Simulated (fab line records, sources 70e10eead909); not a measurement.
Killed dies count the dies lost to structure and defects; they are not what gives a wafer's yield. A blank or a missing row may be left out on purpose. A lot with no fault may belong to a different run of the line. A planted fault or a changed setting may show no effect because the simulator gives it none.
A struck lot beside a sound one + flow nand harc + 16 steps out of a route of 1302
Sound: these wafers, L574.3, L574.4, L574.6. Wafers L590.3, L590.5, L590.6 were the ones struck. The cause comes at the end.
Each step with rows lists, per side, the tool, then ch with its chambers, then its first start. Under that, the readings that differ: sound wafers + struck wafers + difference of the means + sigmas: that difference in standard deviations of wafers without a fault.
alike: readings with means less than 2 such deviations apart, plus words and numbers identical on both sides. not compared: withheld readings, readings lacking a value on some wafer, bounds such as >300 that could conceal the same value, and numbers that have no deviation in the record and whose values overlap.
Wherever a step has rows on one side only, a row that says differs or no value, or a row with sigmas, the two part there. Non-overlapping numbers with no deviation appear without sigmas and do not part them. A reading that every wafer of one side lacks parts them only if that side has two wafers or more.

NHARC_A_ONON_D2_THK_MEAS_08: measures by ellipsometry.
  sound: film metro-02 at day 12 11:02; struck: film metro-02 at day 19 01:11
  alike: thk nm
then, 1 step without rows for these wafers: NHARC_A_ONON_D2_DEP_09 (target thk 1000 nm).
NHARC_A_ONON_D2_THK_MEAS_11: measures by ellipsometry.
  sound: film metro-02 at day 12 11:35; struck: film metro-01 at day 19 01:45
  alike: thk nm
then, 1 step without rows for these wafers: NHARC_A_ONON_D2_DEP_12 (target thk 1000 nm).
NHARC_A_ONON_D2_THK_MEAS_14: measures by ellipsometry.
  sound: film metro-02 at day 12 12:09; struck: film metro-02 at day 19 02:19
  alike: thk nm
then, 2 steps without rows for these wafers: NHARC_A_ONON_D2_ANNEAL_15 (time 3600 s); NHARC_A_ONON_D2_DEP_16 (target thk 1000 nm).
NHARC_A_ONON_D2_THK_MEAS_18: measures by ellipsometry.
  sound: film metro-01 at day 12 19:14; struck: film metro-01 at day 19 09:40
  alike: thk nm
then, 1 step without rows for these wafers: NHARC_A_ONON_D2_DEP_19 (target thk 1000 nm).
NHARC_A_ONON_D2_THK_MEAS_21: measures by ellipsometry.
  sound: film metro-02 at day 12 19:49; struck: film metro-02 at day 19 10:14
  alike: thk nm
then, 1 step without rows for these wafers: NHARC_A_ONON_D2_DEP_22 (target thk 1000 nm).
NHARC_A_ONON_D2_THK_MEAS_24: measures by ellipsometry.
  sound: film metro-02 at day 12 20:24; struck: film metro-01 at day 19 10:48
  alike: thk nm
NHARC_A_ONON_D2_DEP_25: target thk 1000 nm.
  sound on pecvd onon-03 ch 0, day 12 20:34; struck on pecvd onon-02 ch 0, day 19 10:58
NHARC_A_ONON_D2_THK_MEAS_27: measures by ellipsometry.
  sound: film metro-01 at day 12 20:58; struck: film metro-01 at day 19 11:22
| reading     | sound       | struck         | difference | sigmas |
|-------------|-------------|----------------|------------|--------|
| thk nm (nm) | 979 980 981 | 1166 1166 1165 | +186       | +14    |
then, 1 step without rows for these wafers: NHARC_A_ONON_D2_DEP_28 (target thk 1000 nm).
-- jump in the record: it breaks off in module A_ONON_D2 and resumes in module END (first step shown: number 1302 of the route), and 12 days separate the struck wafers' starts before and after --
NHARC_END_SORT_01:
  only the struck wafers appear in the record here, on prober-02 ch 0 at day 31 07:48; the sound ones have no rows

## WHERE THEY PART
Earliest at NHARC_A_ONON_D2_THK_MEAS_27; latest, in this record, at NHARC_END_SORT_01.

WHY: the cause the simulator had injected
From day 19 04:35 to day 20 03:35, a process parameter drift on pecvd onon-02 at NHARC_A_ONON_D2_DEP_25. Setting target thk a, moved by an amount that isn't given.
